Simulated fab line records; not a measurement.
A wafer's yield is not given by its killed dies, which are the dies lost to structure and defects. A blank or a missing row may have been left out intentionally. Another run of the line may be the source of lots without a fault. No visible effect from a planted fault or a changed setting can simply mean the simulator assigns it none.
Which tool was responsible? ; flow n5Finfet ; Sampling: 11 lots, 31 wafers, 5 of 1938 route steps

## WHAT THE GAUGES SHOWED, per wafer
N5_BEOL_M14_THK_MEAS_50: measures by xrf. Usual: for M14_THK the level is 560 nm and the standard deviation is 12.
lot;measured;on;M14_THK (nm);flag
L477;day 14 02:52;filmMetro-02;553 537 557;
L483;day 14 07:50;filmMetro-02;539 574 581;
L484;day 15 02:10;filmMetro-01;564 568 562;
L486;day 15 07:28;filmMetro-02;577 555 569;
L489;day 16 02:44;filmMetro-01;553 553;
L487;day 16 08:04;filmMetro-02;547 560;
L497;day 17 07:13;filmMetro-02;561 557 558;
L495;day 18 01:07;filmMetro-02;580 578 556;
L496;day 18 01:24;filmMetro-02;555 552 564;
L498;day 19 06:40;filmMetro-01;570 563 549;
L499;day 19 07:55;filmMetro-02;562 549 542;

## WHICH TOOL RAN EACH LOT (tool, then ch and the chambers of the sampled wafers, then the start)
lot;N5_BEOL_M14_ETCH_38;N5_BEOL_M14_PRE_CLEAN_42;N5_BEOL_M14_ECD_47;N5_BEOL_M14_CMP_49
L477;rieDiel-03 ch 1,2,3, day 14 01:29 or earlier;pvdSputter-02, day 14 01:29;ecdCu-01 ch 0,1, day 14 01:48;cmp-02 ch 0,2,3, day 14 02:35
L483;rieDiel-06 ch 0,2,3, day 14 06:09 or earlier;pvdSputter-02, day 14 06:09;ecdCu-01 ch 0,1, day 14 06:28;cmp-02 ch 0,1,2, day 14 07:35
L484;rieDiel-03 ch 0,2,3, day 15 01:02 or earlier;pvdSputter-03, day 15 01:02;ecdCu-02 ch 0, day 15 01:22;cmp-01 ch 0,1,2, day 15 01:53
L486;rieDiel-06 ch 0,2, day 15 06:22 or earlier;pvdSputter-03, day 15 06:22;ecdCu-01 ch 0,1, day 15 06:41;cmp-04 ch 0,2,3, day 15 07:13
L489;rieDiel-02 ch 0,3, day 16 01:38 or earlier;pvdSputter-01, day 16 01:38;ecdCu-01 ch 0,1, day 16 01:57;cmp-04 ch 0,2, day 16 02:33
L487;rieDiel-03 ch 0,2, day 16 06:54 or earlier;pvdSputter-02, day 16 06:54;ecdCu-01 ch 1, day 16 07:13;cmp-02 ch 0,2, day 16 07:50
L497;rieDiel-03 ch 0,1,3, day 17 06:07 or earlier;pvdSputter-03, day 17 06:07;ecdCu-02 ch 0,1, day 17 06:25;cmp-01 ch 2,3, day 17 06:58
L495;rieDiel-02 ch 2,3, day 18 00:02 or earlier;pvdSputter-02, day 18 00:02;ecdCu-02 ch 0,1, day 18 00:20;cmp-04 ch 0,1,2, day 18 00:50
L496;rieDiel-06 ch 2,3, day 18 00:11 or earlier;pvdSputter-01, day 18 00:11;ecdCu-02 ch 0,1, day 18 00:34;cmp-01 ch 2,3, day 18 01:08
L498;rieDiel-02 ch 1,2,3, day 19 05:34 or earlier;pvdSputter-01, day 19 05:34;ecdCu-01 ch 0,1, day 19 05:53;cmp-01 ch 1,2,3, day 19 06:25
L499;rieDiel-02 ch 0,1,2, day 19 06:49 or earlier;pvdSputter-03, day 19 06:49;ecdCu-01 ch 0,1, day 19 07:07;cmp-01 ch 0,2,3, day 19 07:39
- N5_BEOL_M14_ETCH_38: etches SiCN in CF4/N2, target depth 106.5 nm, time 120.6 s.
- N5_BEOL_M14_PRE_CLEAN_42: time 30 s.
- N5_BEOL_M14_ECD_47: material Cu, target thk 1248 nm.
- N5_BEOL_M14_CMP_49: polishes, stops on SiO2, t overpolish 5.2 s, target thk 560 nm.

## WHAT THE TOOLS THEMSELVES READ (means of the sampled wafers that have a number; where no wafer has one, the mark that the record gives instead)
N5_BEOL_M14_ETCH_38. Usual: drypumpMotorCurrentA 5.8 A, standard deviation 0.54; oesProductAu 0.85 a.u., standard deviation 0.086; rfVppV 382.7 V, standard deviation 2.3; showerheadPlenumPTorr 2.23 Torr, standard deviation 0.083; throttleValvePct 15.26 %, standard deviation 0.29.
lot;tool;drypumpMotorCurrentA (A);oesProductAu (a.u.);rfVppV (V);showerheadPlenumPTorr (Torr);throttleValvePct (%);flag
L477;rieDiel-03;5.9;0.80;383.3;2.24;15.51;
L483;rieDiel-06;6.3;0.85;383.0;2.26;15.29;
L484;rieDiel-03;5.5;0.83;382.3;2.20;15.26;
L486;rieDiel-06;6.1;0.85;383.9;2.24;15.29;
L489;rieDiel-02;6.2;0.76;381.7;2.21;15.16;
L487;rieDiel-03;5.2;0.77;380.7;2.12;15.37;
L497;rieDiel-03;5.7;0.82;382.9;2.25;15.44;
L495;rieDiel-02;6.0;0.91;383.9;2.29;15.02;
L496;rieDiel-06;6.4;0.86;382.5;2.24;15.17;
L498;rieDiel-02;5.6;0.87;382.1;2.21;15.24;
L499;rieDiel-02;5.6;0.83;381.5;2.20;15.26;

N5_BEOL_M14_PRE_CLEAN_42. Usual: heaterPowerW at 475 W, with a standard deviation of 67.
lot;tool;heaterPowerW (W);flag
L477;pvdSputter-02;510;
L483;pvdSputter-02;495;
L484;pvdSputter-03;512;
L486;pvdSputter-03;418;
L489;pvdSputter-01;433;
L487;pvdSputter-02;554;
L497;pvdSputter-03;505;
L495;pvdSputter-02;522;
L496;pvdSputter-01;463;
L498;pvdSputter-01;433;
L499;pvdSputter-03;504;

N5_BEOL_M14_CMP_49. Usual: headPressurePsi 2.000 psi, standard deviation 0.0045; motorCurrentA 8.4 A, standard deviation 1.1; platenRpm 80.00 rpm, standard deviation 0.047; slurryFlowMlMin 150.0, standard deviation 0.51; timeToEndpointS 122 s, standard deviation 3.5.
lot;tool;headPressurePsi (psi);motorCurrentA (A);platenRpm (rpm);slurryFlowMlMin;timeToEndpointS (s);flag
L477;cmp-02;1.995;9.2;79.97;149.8;125;
L483;cmp-02;1.997;8.9;80.01;150.0;124;
L484;cmp-01;1.998;8.6;79.98;149.8;117;
L486;cmp-04;2.001;8.1;80.04;149.8;106;OFF
L489;cmp-04;2.005;8.0;80.00;149.8;78;OFF
L487;cmp-02;1.996;8.9;79.99;150.3;78;OFF
L497;cmp-01;2.001;9.3;80.03;149.8;121;
L495;cmp-04;2.002;7.5;79.97;149.9;120;
L496;cmp-01;2.003;8.5;80.01;149.4;124;
L498;cmp-01;2.001;8.1;80.03;150.0;127;
L499;cmp-01;2.001;8.8;80.00;149.7;127;

## THE ANSWER, worked out from the rows above alone
Rule: lot off if the mean of its wafers having a number is beyond 3 standard deviations from the usual mean. A lot without any number at a reading at which 4 lots or more have one is off too. Where the step has rows for the other lots, those lots are counted as sound. Order of review: gauges by route order, followed by the tools' own readings, for which a lot's mean as printed above is used. At the first step where some lot is off, the reading lying furthest off is the one used; lots without a number count as furthest.
Off: L486, L489, L487, at N5_BEOL_M14_CMP_49 (timeToEndpointS).
A tool fits if, at that step or a process step before it, it ran every lot that is off, and no sound lot after the first of them. Because N5_BEOL_M14_ETCH_38 lacks a start for some lots, the hours and order of its lots are taken from N5_BEOL_M14_PRE_CLEAN_42. None of those tried fits.

## WHAT THE SIMULATOR HAD INSERTED
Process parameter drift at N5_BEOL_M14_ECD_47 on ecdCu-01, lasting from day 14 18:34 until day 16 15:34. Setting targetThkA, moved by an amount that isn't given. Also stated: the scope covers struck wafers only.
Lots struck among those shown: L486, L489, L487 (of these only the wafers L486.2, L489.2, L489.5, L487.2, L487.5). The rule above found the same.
